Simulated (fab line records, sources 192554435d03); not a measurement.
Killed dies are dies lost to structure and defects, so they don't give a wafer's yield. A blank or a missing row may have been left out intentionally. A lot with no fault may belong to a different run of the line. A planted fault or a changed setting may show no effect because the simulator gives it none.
Struck lot and sound lot, side by side || flow n5_finfet || 41 steps out of a route of 1938
Sound: these wafers, L637.2, L637.5, L637.6. Struck: wafer L632.6 (left out: L632.3, L632.5 of the same lot, which were not struck); the cause appears at the end.
Each step with rows lists, per side, the tool, then ch with its chambers, then its first start. Under that, the readings that differ: sound wafers || struck wafers || difference of the means || sigmas: that difference in standard deviations of wafers without a fault.
alike: words and numbers the same on both sides, and readings whose means are apart by under 2 such deviations; not compared: readings that were withheld, readings missing a value for some wafer, numbers with overlapping values and no deviation given by the record, and bounds like >300 which may hide the same value.
Wherever a step has rows on one side only, a row that says differs or no value, or a row with sigmas, the two part there. Non-overlapping numbers with no deviation appear without sigmas and do not part them. A reading missing from all wafers of one side parts the sides only when that side holds two or more wafers.

first, 12 steps without rows for these wafers: N5_HKMG_FIN_DESCUM_17 (chemistry O2, time 7.9 s); N5_HKMG_FIN_ETCH_31 (etches SiARC in CF4, target depth 45.5 nm, time 75.8 s); N5_HKMG_FIN_ETCH_32 (etches SOC in N2/H2, target depth 240 nm, time 300 s); N5_HKMG_FIN_STRIP_33 (strips in N2/H2); N5_HKMG_FIN_STRIP_34 (strips in CF4); N5_HKMG_FIN_ETCH_35 (etches SOC in N2/H2, target depth 215.8 nm, time 243.4 s); N5_HKMG_FIN_STRIP_92 (strips SOC in N2/H2, time 20 s); N5_HKMG_FIN_WET_ETCH_18 (etches TiN in SC1, time 55 s, target depth 5.2 nm, rinse time 30 s); N5_HKMG_FIN_STRIP_19 (strips in N2/H2, time 360 s); N5_HKMG_FIN_ALD_91 (deposits TiN, target thk 1 nm, pulse time 1 s, purge time 3 s); N5_HKMG_FIN_COAT_85 (time 60 s, resist thk 300 nm); N5_HKMG_FIN_ETCH_86 (etches SOC in N2/H2, stops on TiN, target depth 393.2 nm).
N5_HKMG_FIN_STRIP_89: strips SOC in N2/H2, time 20 s.
  sound on rie_diel-01 ch 0,3, day 10 00:26; struck on rie_diel-03 ch 1, day 8 09:32
{"reading": "rf_fwd_power_W (W)", "sound": "496.1 497.2 497.2", "struck": 493.6, "difference": -3.2, "sigmas": -2}
  alike: drypump_motor_current_A, oes_product_au, rf_vpp_V, showerhead_plenum_p_Torr, throttle_valve_pct
  not compared: rf_hours_counter_h
then, 27 steps without rows for these wafers: N5_HKMG_FIN_WET_ETCH_87 (etches TiN in SC1, time 154.2 s, target depth 4.7 nm, rinse time 30 s); N5_HKMG_FIN_STRIP_88 (strips in N2/H2, time 360 s); N5_HKMG_FIN_NWFM_ALD_20 (deposits TiAlC, target thk 2 nm, pulse time 3 s, purge time 2 s); N5_HKMG_FIN_ALD_71 (deposits TiN, target thk 1 nm, pulse time 1 s, purge time 3 s); N5_HKMG_FIN_COAT_66 (time 60 s, resist thk 300 nm); N5_HKMG_FIN_ETCH_67 (etches SOC in N2/H2, stops on TiN, target depth 388.9 nm); N5_HKMG_FIN_STRIP_90 (strips SOC in N2/H2, time 20 s); N5_HKMG_FIN_WET_ETCH_73 (etches the open film in SC1, time 42.3 s, target depth 1.3 nm, rinse time 30 s); N5_HKMG_FIN_ETCHBACK_68 (etches the open film in Cl2/Ar, stops on HfO2, target depth 0.5 nm); N5_HKMG_FIN_STRIP_69 (strips in N2/H2, time 360 s); N5_HKMG_FIN_ALD_21 (deposits TiN, target thk 1.5 nm, pulse time 1 s, purge time 3 s); N5_HKMG_FIN_ALD_72 (deposits W, target thk 2 nm, pulse time 1 s, purge time 2 s); N5_HKMG_FIN_W_FILL_22 (material W, target thk 60 nm, time 18.2 s); N5_HKMG_FIN_PRECLEAN_83 (cleans in DIW, time 57.5 s); N5_HKMG_FIN_SRD_84 (dry time 32 s); N5_HKMG_FIN_CMP_23 (polishes, stops on SiNx, t overpolish 10 s, target thk 46.326 nm); N5_HKMG_FIN_CMP_94 (polishes, stops on SiNx, t overpolish 4.7 s, target thk 43.299 nm); N5_GATE_CUT_ETCHBACK_00 (etches W in SF6/Cl2); N5_GATE_CUT_ETCH_56 (etches TiN in Cl2/Ar, target depth 21.6 nm); N5_GATE_CUT_ETCHBACK_30 (etches TiN in Cl2/Ar, target depth 3 nm); N5_GATE_CUT_VAPOR_ETCH_60 (etches HfO2 in BCl3/Cl2); N5_GATE_CUT_ETCH_58 (etches SiNx in CH3F/O2, target depth 17 nm, time 128.6 s); N5_GATE_CUT_STRIP_59 (strips in N2/H2, time 20 s); N5_GATE_CUT_PRECLEAN_31 (cleans in DIW, time 300 s); N5_GATE_CUT_SRD_32 (time 30 s); N5_GATE_CUT_SAC_CAP_01 (material SiNx, target thk 24 nm, pulse time 1 s, ald cycles 480); N5_GATE_CUT_PECVD_57 (deposits SiNx from SiH4/NH3/N2, target thk 21 nm).
-- a jump in the record: the struck wafers' starts before and after are 8 days apart (it breaks off in module GATE_CUT and resumes in module PASSIVATION, where the first step shown is number 1936 of the route) --
N5_PASSIVATION_PROBE_49:
  rows exist in the record for the struck wafers here (prober-01, day 16 16:26), but not for the sound ones

== WHERE THEY PART ==
Earliest at N5_HKMG_FIN_STRIP_89; latest, in this record, at N5_PASSIVATION_PROBE_49.

WHY: the cause the simulator had injected
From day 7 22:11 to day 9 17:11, rie_diel-03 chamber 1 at N5_HKMG_FIN_STRIP_89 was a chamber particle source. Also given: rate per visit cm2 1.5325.
